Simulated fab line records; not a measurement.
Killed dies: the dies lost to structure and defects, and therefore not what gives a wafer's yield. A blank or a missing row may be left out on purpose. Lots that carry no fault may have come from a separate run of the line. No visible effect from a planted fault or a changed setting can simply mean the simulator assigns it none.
Struck lot and sound lot, side by side -- flow nand harc -- 13 steps out of a route of 1159
Sound: these wafers, L157.1, L157.2, L157.3. Wafers struck: L153.1, L153.3, L153.4. The cause is given at the end.
For every step that has rows: the tool of each side, followed by ch and its chambers, followed by its first start. Under that, the readings that differ: sound wafers -- struck wafers -- difference of the means -- sigmas: that difference in standard deviations of wafers without a fault.
alike: words and numbers the same on both sides, and readings whose means are apart by under 2 such deviations; not compared: readings that were withheld, readings missing a value for some wafer, numbers with overlapping values and no deviation given by the record, and bounds like >300 which may hide the same value.
A row with sigmas, a row that says differs or no value, or rows on one side alone: a step with any of these is where the two part. When numbers do not overlap yet have no deviation, they are printed without sigmas and do not part them. Lack of a reading on every wafer of one side parts them only where that side has two or more wafers.

NHARC_P_CONTACT_DEP_30: deposits SiNx, target thk 30 nm.
  sound on pecvd-02 ch 0,1,2, day 8 03:13; struck on pecvd-02 ch 0,2, day 7 00:29
  alike: heater power w
NHARC_P_CONTACT_DEP_00: deposits SiO2, target thk 500 nm.
  sound: pecvd-02 ch 0,1,2; struck: pecvd-02 ch 0,2
  alike: heater power w, throttle valve pct
NHARC_P_CONTACT_CMP_01: polishes SiO2, target thk 200 nm.
  sound on cmp-03 ch 0,2,3, day 8 03:56; struck on cmp-03 ch 0,1,3, day 7 01:13
  alike: motor current A
then, 8 steps without rows for these wafers: NHARC_P_CONTACT_SRD_03; NHARC_P_CONTACT_DEHYDRATE_04 (time 120 s); NHARC_P_CONTACT_HMDS_05 (time 30 s); NHARC_P_CONTACT_COAT_33 (time 75 s); NHARC_P_CONTACT_COAT_34 (time 65 s); NHARC_P_CONTACT_COAT_06 (resist thk 90 nm); NHARC_P_CONTACT_SOFTBAKE_07 (time 55 s); NHARC_P_CONTACT_EBR_08.
NHARC_P_CONTACT_EXPOSE_09: exposes mask P CA, target cd 90 nm.
  struck on arfi scanner-02, day 7 01:53; sound on arfi scanner-03 ch 0, day 8 04:36
  no value came back on the struck wafers for exposure dose mJ cm2, focus offset nm (nm), na; on the sound wafers exposure dose mJ cm2 reads 81.21 81.17 81.24
  alike: mask
then, 1 step without rows for these wafers: NHARC_P_CONTACT_PEB_10 (peb time 65 s).

## WHERE THEY PART
Within this record, at NHARC_P_CONTACT_EXPOSE_09 only.

WHY: the cause the simulator had injected
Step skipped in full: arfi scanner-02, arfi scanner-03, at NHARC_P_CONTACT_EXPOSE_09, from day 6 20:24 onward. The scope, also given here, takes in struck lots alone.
